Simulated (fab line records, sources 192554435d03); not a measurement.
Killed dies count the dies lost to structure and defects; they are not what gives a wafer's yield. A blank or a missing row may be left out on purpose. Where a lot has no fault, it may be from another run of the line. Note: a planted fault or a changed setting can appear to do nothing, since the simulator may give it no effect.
The same fault as seen by 3 desks -- flow n5 finfet -- what lay behind the numbers comes last; until then each desk has only its own

## THE DEFECT DESK
Per lot, the means of the sampled wafers with a number show what the inspections along the route counted. Any lot whose mean is over 4 standard deviations away from the usual mean is out of limits and marked OUT; that distance is given in the brackets.
Columns: A = raw defect count at N5_BEOL_M3_INSPECT_30, usual 444
lot,first seen here,A
L386,day 7 03:43,462
L392,day 8 21:47,537
L397,day 9 14:26,603
L401,day 11 07:24,336
L408,day 13 03:11,319
This desk found nothing out of limits on any of the 5 lots.

## TOOL OWNER'S DESK, rie diel-04
The tool's own readings at N5_BEOL_M3_VIA_ETCH_34 (etches the open film in C4F6/O2, target depth 69.4 nm, time 65.9 s): means of the sampled wafers that have a number, for each lot that ran on this tool. Any lot whose mean is over 4 standard deviations away from the usual mean is out of limits and marked OUT; that distance is given in the brackets.
Columns: A = drypump motor current A at N5_BEOL_M3_VIA_ETCH_34, usual 5.6 A; B = oes_ar_750_au at N5_BEOL_M3_VIA_ETCH_34, usual 0.83 a.u.; C = oes product au at N5_BEOL_M3_VIA_ETCH_34, usual 0.83 a.u.; D = rf fwd power W at N5_BEOL_M3_VIA_ETCH_34, usual 346.7 W; E = rf vpp V at N5_BEOL_M3_VIA_ETCH_34, usual 668 V; F = showerhead plenum p Torr at N5_BEOL_M3_VIA_ETCH_34, usual 2.88 Torr; G = throttle valve pct at N5_BEOL_M3_VIA_ETCH_34, usual 30.72 %
lot,first seen here,A,B,C,D,E,F,G
L397,day 9 18:55,5.7,0.77,0.77,346.3,668,2.81,30.60
L408,day 13 06:39,5.7,0.85,0.69,346.3,668,2.80,30.50
This desk found nothing out of limits on any of the 2 lots.

## METROLOGY DESK
Lot by lot, what the gauges showed, no matter which tool ran the lot: averages of those sampled wafers that carry a number. Any lot whose mean is over 4 standard deviations away from the usual mean is out of limits and marked OUT; that distance is given in the brackets. Shown here are 7 of its 12 readings, the ones lying furthest out on some lot.
Columns: A = cd nm at N5_BEOL_M3_CD_MEAS_28, usual 25.66 nm; B = DIBL_N at N5_BEOL_M4_RC_MEAS_101, usual 36.4 mV/V; C = IOFF_P at N5_BEOL_M4_RC_MEAS_101, usual 0.202 nA/um; D = ION_N at N5_BEOL_M4_RC_MEAS_101, usual 671 uA/um; E = SS_N at N5_BEOL_M4_RC_MEAS_101, usual 71.6 mV/dec; F = SS_P at N5_BEOL_M4_RC_MEAS_101, usual 73.4 mV/dec; G = VT_P at N5_BEOL_M4_RC_MEAS_101, usual -251.4 mV
lot,first seen here,A,B,C,D,E,F,G
L386,day 7 03:38,25.67,38.9,0.221,673,72.3,74.1,-251.2
L392,day 8 21:43,25.81,36.8,0.214,681,71.1,73.3,-249.0
L397,day 9 14:21,25.26,36.3,0.190,667,71.7,73.1,-253.5
L401,day 11 07:19,25.56,36.9,0.230,678,71.8,73.4,-248.9
L408,day 13 03:06,25.61,34.3,0.199,673,70.9,72.9,-248.3
This desk found nothing out of limits on any of the 5 lots.

## TAKEN TOGETHER
No out-of-limits result turned up at the defect desk.
The desk of the tool owner found nothing out of limits.
At the metrology desk, nothing out of limits was observed.

## WHAT THE SIMULATOR HAD INSERTED
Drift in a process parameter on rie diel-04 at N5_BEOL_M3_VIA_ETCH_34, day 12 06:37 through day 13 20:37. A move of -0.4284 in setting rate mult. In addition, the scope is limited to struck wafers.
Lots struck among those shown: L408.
